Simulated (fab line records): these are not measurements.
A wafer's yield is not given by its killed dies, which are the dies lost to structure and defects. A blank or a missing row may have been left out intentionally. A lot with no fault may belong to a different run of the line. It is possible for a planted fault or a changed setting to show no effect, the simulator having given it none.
Struck lot and sound lot, side by side / flow n5_finfet / 16 out of 1938 route steps
Sound: wafers L951.1, L951.3, L951.6. Struck: wafer L961.2 (L961.1, L961.5, from the same lot, were not struck and are left out); the cause is given at the end.
Per side, at each step with rows, come the tool, then ch with its chambers, and then its first start. Under that, the readings that differ: sound wafers / struck wafers / difference of the means / sigmas: that difference in standard deviations of wafers without a fault.
alike: readings whose means differ by less than 2 such deviations, and words and numbers that are the same on both sides. not compared: withheld readings, readings that some wafer has no value for, bounds like >300 that may hide the same value, and numbers for which the record gives no deviation and whose values overlap.
A row with sigmas, a row that says differs or no value, or rows on one side alone: a step with any of these is where the two part. Non-overlapping numbers with no deviation appear without sigmas and do not part them. Lack of a reading on every wafer of one side parts them only where that side has two or more wafers.

first, 1 step without rows for these wafers: N5_MOL_CONTACT_COAG_DEVELOP_07 (develop time 30 s).
N5_MOL_CONTACT_COAG_CD_MEAS_08: the cd target is 28 nm.
  sound on cd_sem-01 ch 0, day 5 12:55; struck on cd_sem-01 ch 0, day 7 21:34
  alike: cd_nm
N5_MOL_CONTACT_COAG_OVL_MEAS_09:
  sound on overlay-02 ch 0, day 5 12:56; struck on overlay-02 ch 0, day 7 21:36
  alike: CA_OVL
N5_MOL_CONTACT_COAG_INSPECT_10: inspects for defects (brightfield).
  struck on defect_inspect-01, day 7 21:40; sound on defect_inspect-02, day 5 13:00
  alike: raw_defect_count
N5_MOL_CONTACT_COAG_DESCUM_13: chemistry O2, time 7 s.
  sound on rie_diel-04 ch 0,1,2, day 5 13:07; struck on rie_diel-04 ch 1, day 7 21:59
  alike: drypump_motor_current_A, oes_product_au, rf_vpp_V, showerhead_plenum_p_Torr, throttle_valve_pct
  not compared: rf_hours_counter_h
N5_MOL_CONTACT_COAG_ETCH_59: etches underlayer in N2/H2, target depth 13 nm, time 10.4 s.
  sound on rie_diel-04 ch 0,1,2, day 5 13:10; struck on rie_diel-04 ch 1, day 7 22:02
  alike: drypump_motor_current_A, etch_rf_on_time_s, oes_product_au, rf_fwd_power_W, rf_vpp_V, showerhead_plenum_p_Torr, throttle_valve_pct
  not compared: rf_hours_counter_h
N5_MOL_CONTACT_COAG_ETCH_105: etches SiARC in CF4, target depth 15.6 nm, time 26 s.
  sound on rie_diel-04 ch 0,1,2, day 5 13:11; struck on rie_diel-04 ch 1, day 7 22:03
  alike: drypump_motor_current_A, etch_rf_on_time_s, oes_product_au, rf_fwd_power_W, rf_vpp_V, showerhead_plenum_p_Torr, throttle_valve_pct
  not compared: rf_hours_counter_h
then, 3 steps without rows for these wafers: N5_MOL_CONTACT_COAG_ETCH_106 (etches SOC in N2/H2, target depth 80 nm, overetch 16 nm, time 120 s); N5_MOL_CONTACT_COAG_STRIP_107 (strips in N2/H2); N5_MOL_CONTACT_COAG_STRIP_108 (strips in N2/H2).
N5_MOL_CONTACT_COAG_CONTACT_ETCH_14: etches SiO2 in C4F6/O2, target depth 27.5 nm, overetch 8.5 nm, time 20 s.
  sound on rie_diel-04 ch 0,1,2, day 5 13:19; struck on rie_diel-04 ch 1, day 7 22:11
  alike: drypump_motor_current_A, oes_product_au, rf_fwd_power_W, rf_vpp_V, showerhead_plenum_p_Torr, throttle_valve_pct
  not compared: rf_hours_counter_h
then, 1 step without rows for these wafers: N5_MOL_CONTACT_COAG_STRIP_109 (strips in C4F6/O2).
N5_MOL_CONTACT_COAG_ETCH_15: etches SiNx in CH3F/O2, stops on Si:P, target depth 7 nm.
  sound on rie_diel-04 ch 0,1,2, day 5 13:20; struck on rie_diel-04 ch 1, day 7 22:13
reading=rf_fwd_power_W (W); sound=392.8 392.2 390.8; struck=464.2; difference=+72.3; sigmas=+52
reading=rf_vpp_V (V); sound=291 298 307; struck=279; difference=-20; sigmas=-3
  alike: drypump_motor_current_A, oes_product_au, showerhead_plenum_p_Torr, throttle_valve_pct
  not compared: rf_hours_counter_h
N5_MOL_CONTACT_COAG_ETCH_110: etches Si in CF4/O2, target depth 2.5 nm, time 8 s.
  sound on rie_diel-04 ch 0,1,2, day 5 13:24; struck on rie_diel-04 ch 1, day 7 22:16
  alike: drypump_motor_current_A, oes_product_au, rf_fwd_power_W, rf_vpp_V, showerhead_plenum_p_Torr, throttle_valve_pct
  not compared: rf_hours_counter_h
-- record jumps: 3 days separate the struck wafers' starts on either side; left off in module MOL_CONTACT_COAG, taken up again in module BEOL_M4, whose first shown step is the route's number 1111 --
N5_BEOL_M4_RC_MEAS_101:
  sound on prober-01 ch 0, day 8 22:44; struck on prober-01 ch 0, day 11 01:32
reading=SS_N (mV/dec); sound=70.9 71.7 71.3; struck=72.4; difference=+1.1; sigmas=+2
  alike: DIBL_N, DIBL_P, IOFF_N, IOFF_P, ION_N, ION_P, SS_P, VT_N, VT_P
-- the record jumps here: 4 days lie between the struck wafers' starts before and after (it left off in module BEOL_M4 and takes up again in module PASSIVATION, whose first step shown is number 1936 of the route) --
N5_PASSIVATION_PROBE_49:
  struck on prober-02, day 15 09:10; sound on prober-01, day 13 00:58
reading=killed_at_contacts; sound=2 8 11; struck=28; difference=+21; sigmas=+3
  alike: defect_limited_yield, killed_at_M0_to_M3, killed_at_M4_up, killed_at_front_end, killed_at_other, killed_dies, killed_on_rim, killed_open, killed_short, sort_bin_5_function, sort_bin_6_memory, sort_bin_8_speed, sort_n_pass, sort_yield_pct

WHERE THEY PART
At N5_MOL_CONTACT_COAG_ETCH_15 first; at N5_PASSIVATION_PROBE_49 last (within this record only).

WHY: what had been put in by the simulator
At N5_MOL_CONTACT_COAG_ETCH_15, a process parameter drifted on rie_diel-04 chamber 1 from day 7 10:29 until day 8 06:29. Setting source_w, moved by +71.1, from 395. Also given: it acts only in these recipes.
